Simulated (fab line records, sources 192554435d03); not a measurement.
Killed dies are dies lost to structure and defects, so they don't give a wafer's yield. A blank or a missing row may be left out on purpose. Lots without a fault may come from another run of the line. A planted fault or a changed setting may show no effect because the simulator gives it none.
Chamber matching | flow n5_finfet | N5_BEOL_M10_ETCH_62 on rie_diel-04: 4 sister chambers
The step etches SOC in N2/H2, target depth 110 nm, overetch 22 nm, time 165 s. 8 wafers are shown with their chamber, then 9 later ones without.

WAFERS WITH THEIR CHAMBER
wafer  | chamber | showerhead_plenum_p_Torr (Torr) | drypump_motor_current_A (A)
L079.4 | 3       | 2.70                            | 6.1
L079.5 | 1       | 2.69                            | 5.1
L083.6 | 3       | 2.70                            | 6.0
L084.3 | 0       | 2.47                            | 5.3
L084.5 | 2       | 2.54                            | 6.1
L086.1 | 0       | 2.46                            | 5.3
L086.4 | 1       | 2.69                            | 5.1
L086.5 | 2       | 2.54                            | 6.1

WAFERS WITHOUT THEIR CHAMBER
wafer  | showerhead_plenum_p_Torr (Torr) | drypump_motor_current_A (A)
L093.2 | 2.69                            | 5.1
L093.3 | 2.53                            | 6.1
L093.4 | 2.69                            | 6.0
L096.2 | 2.45                            | 5.3
L096.4 | 2.68                            | 5.0
L096.6 | 2.68                            | 5.0
L097.1 | 2.68                            | 6.0
L097.2 | 2.53                            | 6.1
L097.5 | 2.68                            | 6.0

WHICH CHAMBER EACH WENT THROUGH
wafer  | from the rows above | in truth
L093.2 | 1                   | 1
L093.3 | 2                   | 2
L093.4 | 3                   | 3
L096.2 | 0                   | 0
L096.4 | 1                   | 1
L096.6 | 1                   | 1
L097.1 | 3                   | 3
L097.2 | 2                   | 2
L097.5 | 3                   | 3
Placed correctly: 9 of 9. Can't be placed from these rows: 0. Placed wrongly: 0.
How it was worked out, from the rows above alone: a wafer's distance from a chamber is the root of the sum, over the readings, of the square of ((its reading less the chamber's mean) divided by the reading's scatter). The wafer belongs to the nearest chamber; if the next one is less than 2 further off, it can't be placed. A chamber's mean is the mean of its shown wafers. The scatter: the root of (the sum of the squares of (reading less its chamber's mean) over the shown wafers, divided by (wafers less chambers)).
